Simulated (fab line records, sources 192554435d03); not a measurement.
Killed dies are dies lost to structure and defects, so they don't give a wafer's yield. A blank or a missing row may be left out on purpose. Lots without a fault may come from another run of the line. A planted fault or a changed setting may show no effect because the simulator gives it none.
A struck lot beside a sound one | flow n5_finfet | 24 steps out of a route of 1938
Sound: wafers L577.1, L577.3, L577.4. Struck: wafers L569.2, L569.5, L569.6. The cause comes at the end.
At each step with rows: each side's tool, then ch and its chambers, then its first start. Under that, the readings that differ: sound wafers | struck wafers | difference of the means | sigmas: that difference in standard deviations of wafers without a fault.
alike: readings whose means differ by less than 2 such deviations, and words and numbers that are the same on both sides. not compared: withheld readings, readings that some wafer has no value for, bounds like >300 that may hide the same value, and numbers for which the record gives no deviation and whose values overlap.
The two part at a step that has a row with sigmas, a row that says differs or no value, or rows on one side only. Numbers that don't overlap but have no deviation are shown without sigmas and don't part them. A reading that every wafer of one side lacks parts them only if that side has two wafers or more.

first, 9 steps without rows for these wafers: N5_DUMMY_GATE_COAT_28 (time 60 s, resist thk 10 nm); N5_DUMMY_GATE_COAT_09 (resist thk 30 nm); N5_DUMMY_GATE_EBR_11; N5_DUMMY_GATE_SOFTBAKE_10 (time 60 s); N5_DUMMY_GATE_EXPOSE_12 (exposes mask GATE, target cd 25 nm); N5_DUMMY_GATE_PEB_13 (peb time 60 s); N5_DUMMY_GATE_DEVELOP_14 (develop time 30 s); N5_DUMMY_GATE_DESCUM_20 (chemistry O2, time 6.2 s); N5_DUMMY_GATE_ETCH_29 (etches underlayer in N2/H2, target depth 13 nm).
N5_DUMMY_GATE_ETCH_36: etches SiARC in CF4, target depth 13 nm.
  sound on rie_diel-05 ch 0,2,3, day 7 00:08; struck on rie_diel-04 ch 0,2,3, day 4 22:28
  no value came back on the struck wafers for any of 8 readings (bias_w (W), cf4_flow_sccm (sccm) and others); on the sound wafers bias_w (W) reads 35.97 35.96 35.93
  reading                                         | sound          | struck         | difference | sigmas
  model.CAR-EUV_of_DUMMY_GATE_COAT_09.thk_nm (nm) | 11.4 11.6 11.4 | 18.8 19.2 18.8 | +7.5       |
N5_DUMMY_GATE_ETCH_37: etches SOC in N2/H2, target depth 60 nm, overetch 30 nm.
  sound on rie_diel-05 ch 0,2,3, day 7 00:10; struck on rie_diel-04 ch 0,2,3, day 4 22:30
  reading               | sound          | struck         | difference | sigmas
  oes_product_au (a.u.) | 0.65 0.59 0.64 | 0.29 0.27 0.27 | -0.35      | -7
  alike: bias_w, chamber_pressure_mTorr, drypump_motor_current_A, rf_vpp_V, showerhead_plenum_p_Torr, throttle_valve_pct
  not compared: rf_hours_counter_h
then, 4 steps without rows for these wafers: N5_DUMMY_GATE_STRIP_38 (strips in N2/H2); N5_DUMMY_GATE_STRIP_39 (strips in N2/H2); N5_DUMMY_GATE_TRIM_49 (chemistry O2, time 29 s, target cd 14 nm); N5_DUMMY_GATE_STRIP_40 (strips in CF4).
N5_DUMMY_GATE_CD_MEAS_50: target cd 14 nm.
  sound on cd_sem-02, day 7 00:32; struck on cd_sem-02, day 4 22:44
  reading    | sound          | struck | difference                    | sigmas
  cd_nm (nm) | 13.9 13.6 14.4 | - - -  | no value on the struck wafers |
N5_DUMMY_GATE_ETCH_31: etches SiO2 in C4F6/O2, target depth 82.5 nm, time 27.5 s.
  sound on rie_diel-04 ch 0,2,3, day 7 00:35; struck on rie_diel-05 ch 0,1,3, day 4 22:46
  reading               | sound             | struck            | difference | sigmas
  bias_w (W)            | 185.0 186.6 186.3 | 184.5 184.7 184.5 | -1.4       | -3
  oes_product_au (a.u.) | 0.75 0.70 0.71    | 0.32 0.29 0.31    | -0.41      | -7
  alike: C4F6_flow_sccm, O2_flow_sccm, drypump_motor_current_A, rf_vpp_V, showerhead_plenum_p_Torr, throttle_valve_pct
  not compared: rf_hours_counter_h
then, 3 steps without rows for these wafers: N5_DUMMY_GATE_STRIP_41 (strips in O2); N5_DUMMY_GATE_ETCH_32 (etches SiO2 in CF4, target depth 3.5 nm, time 3.9 s); N5_DUMMY_GATE_ETCH_23 (etches poly-Si in HBr/Cl2/O2, target depth 41 nm, time 22.3 s).
N5_DUMMY_GATE_ETCH_44: etches poly-Si in HBr/O2, stops on SiO2, target depth 127.5 nm.
  sound on rie_si-05 ch 1,2,3, day 7 00:55; struck on rie_si-01 ch 2,3, day 4 23:07
  reading               | sound             | struck            | difference | sigmas
  oes_product_au (a.u.) | 0.711 0.726 0.721 | 0.369 0.382 0.381 | -0.342     | -34
  alike: HBr_flow_sccm, O2_flow_sccm, bias_w, drypump_motor_current_A, throttle_valve_pct
  not compared: rf_hours_counter_h
N5_DUMMY_GATE_CD_MEAS_24: target cd 15 nm.
  sound on cd_sem-01, day 7 01:02; struck on cd_sem-03, day 4 23:13
  reading    | sound          | struck | difference                    | sigmas
  cd_nm (nm) | 14.8 15.2 15.3 | - - -  | no value on the struck wafers |
N5_BEOL_M4_RC_MEAS_101:
  the record has rows for the sound wafers here (prober-01 ch 0, day 12 13:23) and none for the struck ones
-- the record jumps here: 10 days lie between the struck wafers' starts before and after (it left off in module BEOL_M4 and takes up again in module PASSIVATION, whose first step shown is number 1936 of the route) --
N5_PASSIVATION_PROBE_49:
  sound on prober-01, day 16 20:09; struck on prober-02, day 14 15:15
  reading                  | sound          | struck         | difference | sigmas
  defect_limited_yield (%) | 91.2 90.3 89.5 | 0 0 0          | -90        | -60
  killed_at_front_end      | 36 52 39       | 1113 1136 1118 | +1080      | +98
  killed_dies              | 104 115 124    | 1180 1180 1180 | +1066      | +63
  killed_on_rim            | 17 10 28       | 152 152 152    | +134       | +37
  sort_bin_5_function (%)  | 5.3 5.9 5.0    | 97.4 97.8 96.6 | +91.9      | +99 or more
  sort_n_pass              | 1076 1065 1056 | 0 0 0          | -1066      | -63
  sort_yield_pct (%)       | 91.2 90.3 89.5 | 0 0 0          | -90        | -60
  alike: killed_at_M0_to_M3, killed_at_M4_up, killed_at_contacts, killed_at_other, killed_open, killed_short, sort_bin_6_memory

WHERE THEY PART
First at N5_DUMMY_GATE_ETCH_36; last, within this record, at N5_PASSIVATION_PROBE_49.

WHY: what the simulator had put in
Skipped step whole: rie_diel-04, from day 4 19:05 on, at N5_DUMMY_GATE_ETCH_36. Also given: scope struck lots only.
